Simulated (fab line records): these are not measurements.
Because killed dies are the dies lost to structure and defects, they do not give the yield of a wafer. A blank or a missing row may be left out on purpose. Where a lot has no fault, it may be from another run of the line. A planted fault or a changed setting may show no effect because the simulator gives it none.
A lot that was struck, set against a sound lot	flow n5_finfet	15 steps out of a route of 1938
Sound: the wafers L206.1, L206.2, L206.4. Wafers struck: L218.4, L218.6. The cause is given at the end.
At each step with rows: each side's tool, then ch and its chambers, then its first start. Under that, the readings that differ: sound wafers	struck wafers	difference of the means	sigmas: that difference in standard deviations of wafers without a fault.
alike: a reading whose means differ by less than 2 such deviations, as well as words and numbers matching on both sides. not compared: withheld readings; readings where some wafer has no value; bounds like >300 that might hide an equal value; numbers whose values overlap and for which the record gives no deviation.
A row with sigmas, a row that says differs or no value, or rows on one side alone: a step with any of these is where the two part. Non-overlapping numbers with no deviation appear without sigmas and do not part them. Lack of a reading on every wafer of one side parts them only where that side has two or more wafers.

first, 5 steps without rows for these wafers: N5_BEOL_M10_EBR_24; N5_BEOL_M10_SOFTBAKE_23 (time 60 s); N5_BEOL_M10_EXPOSE_25 (exposes mask V9); N5_BEOL_M10_PEB_26 (peb time 60 s); N5_BEOL_M10_DEVELOP_27 (develop time 30 s).
N5_BEOL_M10_CD_MEAS_28 targets a cd of 70 nm.
  sound on cd_sem-03 ch 0, day 9 18:30; struck on cd_sem-01 ch 0, day 12 14:38
reading	sound	struck	difference	sigmas
cd_nm (nm)	67.6 68.4 68.0	70.6 71.2	+2.9	+3
N5_BEOL_M10_OVL_MEAS_29:
  sound on overlay-01 ch 0, day 9 18:32; struck on overlay-01 ch 0, day 12 14:39
  alike: V9_OVL
N5_BEOL_M10_INSPECT_30: inspects for defects (brightfield).
  sound: defect_inspect-02 at day 9 18:33; struck: defect_inspect-01 at day 12 14:41
  alike: raw_defect_count
N5_BEOL_M10_DESCUM_33: chemistry O2, time 7.9 s.
  sound on rie_diel-06 ch 0,1,2, day 9 18:35; struck on rie_diel-06 ch 0,3, day 12 14:43
  alike: bias_power_w, drypump_motor_current_A, oes_product_au, rf_vpp_V, showerhead_plenum_p_Torr, throttle_valve_pct
  not compared: rf_hours_counter_h
N5_BEOL_M10_ETCH_65: etches SiARC in CF4, target depth 39 nm, time 65 s.
  sound on rie_diel-06 ch 0,1,2, day 9 18:37; struck on rie_diel-06 ch 0,3, day 12 14:45
  alike: drypump_motor_current_A, etch_rf_on_time_s, oes_product_au, rf_vpp_V, showerhead_plenum_p_Torr, throttle_valve_pct
  not compared: rf_hours_counter_h
N5_BEOL_M10_ETCH_66: etches SOC in N2/H2, target depth 120 nm, overetch 24 nm, time 180 s.
  sound on rie_diel-06 ch 0,1,2, day 9 18:40; struck on rie_diel-06 ch 0,3, day 12 14:48
  alike: drypump_motor_current_A, n2_flow_sccm, oes_product_au, rf_vpp_V, run_length_s, showerhead_plenum_p_Torr, throttle_valve_pct
  not compared: rf_hours_counter_h
then, 1 step without rows for these wafers: N5_BEOL_M10_STRIP_69 (strips in N2/H2).
N5_BEOL_M10_VIA_ETCH_34: etches SiCOH lowk in C4F6/O2, target depth 184.5 nm, time 69.2 s.
  sound on rie_diel-06 ch 0,1,2, day 9 18:48; struck on rie_diel-06 ch 0,3, day 12 14:55
reading	sound	struck	difference	sigmas
run_length_s (s)	93.3 92.3 93.5	105.3 104.0	+11.6	+24
model.etch.depth_nm (nm)	182.3 181.7 181.8	211.9 216.2	+32.1	
model.SOC_of_BEOL_M10_COAT_63.thk_nm (nm)	92 92 91.8	91 90.4	-1	
  alike: O2_flow_sccm, drypump_motor_current_A, oes_product_au, rf_vpp_V, showerhead_plenum_p_Torr, throttle_valve_pct
  not compared: rf_hours_counter_h
then, 2 steps without rows for these wafers: N5_BEOL_M10_STRIP_73 (strips in C4F6/O2); N5_PASSIVATION_PROBE_49.

WHERE THEY PART
First at N5_BEOL_M10_CD_MEAS_28; last, within this record, at N5_BEOL_M10_VIA_ETCH_34.

WHY: the cause the simulator had injected
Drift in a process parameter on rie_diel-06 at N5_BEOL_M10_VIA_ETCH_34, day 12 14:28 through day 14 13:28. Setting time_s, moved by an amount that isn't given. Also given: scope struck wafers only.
